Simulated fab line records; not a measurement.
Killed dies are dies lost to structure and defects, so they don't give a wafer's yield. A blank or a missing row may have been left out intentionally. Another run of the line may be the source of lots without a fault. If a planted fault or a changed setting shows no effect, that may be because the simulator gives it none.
A lot that was struck, set against a sound lot | flow n5_finfet | 15 out of 1938 route steps
Sound: the wafers L719.1, L719.4, L719.6. Struck: wafer L723.2. (L723.4, L723.6 of the same lot were not struck and are left out.) The cause comes at the end.
At each step with rows: each side's tool, then ch and its chambers, then its first start. Under that, the readings that differ: sound wafers | struck wafers | difference of the means | sigmas: that difference in standard deviations of wafers without a fault.
alike: readings whose means differ by less than 2 such deviations, and words and numbers that are the same on both sides. not compared: withheld readings, readings that some wafer has no value for, bounds like >300 that may hide the same value, and numbers for which the record gives no deviation and whose values overlap.
A row with sigmas, a row that says differs or no value, or rows on one side alone: a step with any of these is where the two part. Non-overlapping numbers with no deviation appear without sigmas and do not part them. Lack of a reading on every wafer of one side parts them only where that side has two or more wafers.

first, 1 step without rows for these wafers: N5_BEOL_M13_STRIP_69 (strips in N2/H2).
N5_BEOL_M13_TRENCH_ETCH_34: etches SiOC in C4F8/O2/Ar, target depth 413.47 nm, time 162.6 s.
  sound on rie_diel-06 ch 1,3, day 12 00:31; struck on rie_diel-06 ch 0, day 12 18:17
  reading      | sound       | struck | difference | sigmas
  rf_vpp_V (V) | 658 664 664 | 669    | +7         | +2
  alike: drypump_motor_current_A, oes_product_au, showerhead_plenum_p_Torr, throttle_valve_pct
  not compared: rf_hours_counter_h
then, 1 step without rows for these wafers: N5_BEOL_M13_STRIP_70 (strips in C4F8/O2/Ar).
N5_BEOL_M13_OCD_MEAS_35:
  sound on ocd-01 at day 12 00:41; struck on ocd-02 at day 12 18:28
  alike: trench_depth_nm
N5_BEOL_M13_STRIP_37: strips in N2/H2.
  sound on plasma_asher-01 ch 0,1, day 12 02:43; struck on plasma_asher-01 ch 0, day 12 18:30
  reading               | sound             | struck | difference | sigmas
  oes_product_au (a.u.) | 0.801 0.807 0.798 | 0.766  | -0.036     | -3
  alike: drypump_motor_current_A, heater_power_w, temp_c
  not compared: rf_hours_counter_h
N5_BEOL_M13_ETCH_38: etches SiCN in CF4/N2, target depth 67.5 nm, time 71.9 s.
  sound on rie_diel-06 ch 0,3, day 12 02:47; struck on rie_diel-01 ch 2, day 12 19:37
  alike: drypump_motor_current_A, oes_product_au, rf_vpp_V, showerhead_plenum_p_Torr, throttle_valve_pct
  not compared: rf_hours_counter_h
then, 4 steps without rows for these wafers: N5_BEOL_M13_PRECLEAN_39 (cleans in residue remover, time 60 s); N5_BEOL_M13_SRD_40 (time 30 s, dry time 30 s); N5_BEOL_M13_DEGAS_41 (time 60 s); N5_BEOL_M13_PRE_CLEAN_42 (time 30 s).
N5_BEOL_M13_SPUTTER_43: material TaN, target thk 15 nm, time 24.19 s.
  sound on pvd_sputter-02 at day 12 03:05; struck on pvd_sputter-02 at day 12 20:11
  alike: cathode_dc_power_W, chamber_pressure_pa, throttle_valve_pct
N5_BEOL_M13_SPUTTER_44: material Ta, target thk 10 nm, time 16.13 s.
  sound on pvd_sputter-02 at day 12 03:10; struck on pvd_sputter-02 at day 12 20:16
  alike: cathode_dc_power_W, chamber_pressure_pa, throttle_valve_pct
N5_BEOL_M13_SPUTTER_45: material Cu, target thk 80 nm, time 13.33 s.
  sound on pvd_sputter-02 at day 12 03:14; struck on pvd_sputter-02 at day 12 20:20
  reading                | sound             | struck | difference | sigmas
  cathode_dc_power_W (W) | 25998 26003 25998 | 27102  | +1102      | +99 or more
  alike: chamber_pressure_pa, throttle_valve_pct
then, 1 step without rows for these wafers: N5_BEOL_M13_ECD_47 (material Cu, target thk 936 nm).
N5_PASSIVATION_PROBE_49:
  sound on prober-02 at day 13 09:22; struck on prober-02 at day 14 03:28
  reading                  | sound          | struck | difference | sigmas
  defect_limited_yield (%) | 92.3 91.9 92.0 | 88.6   | -3.5       | -3
  killed_dies              | 91 95 94       | 134    | +41        | +3
  killed_open              | 61 74 58       | 92     | +28        | +2
  sort_bin_5_function (%)  | 3.9 5.0 4.4    | 6.6    | +2.2       | +2
  sort_bin_6_memory (%)    | 3.5 2.7 3.0    | 4.5    | +1.4       | +2
  sort_n_pass              | 1089 1085 1086 | 1046   | -41        | -3
  sort_yield_pct (%)       | 92.3 91.9 92.0 | 88.6   | -3.5       | -3
  alike: killed_at_M0_to_M3, killed_at_M4_up, killed_at_contacts, killed_at_front_end, killed_at_other, killed_short

## WHERE THEY PART
Earliest at N5_BEOL_M13_TRENCH_ETCH_34; latest, in this record, at N5_PASSIVATION_PROBE_49.

WHY: what had been put in by the simulator
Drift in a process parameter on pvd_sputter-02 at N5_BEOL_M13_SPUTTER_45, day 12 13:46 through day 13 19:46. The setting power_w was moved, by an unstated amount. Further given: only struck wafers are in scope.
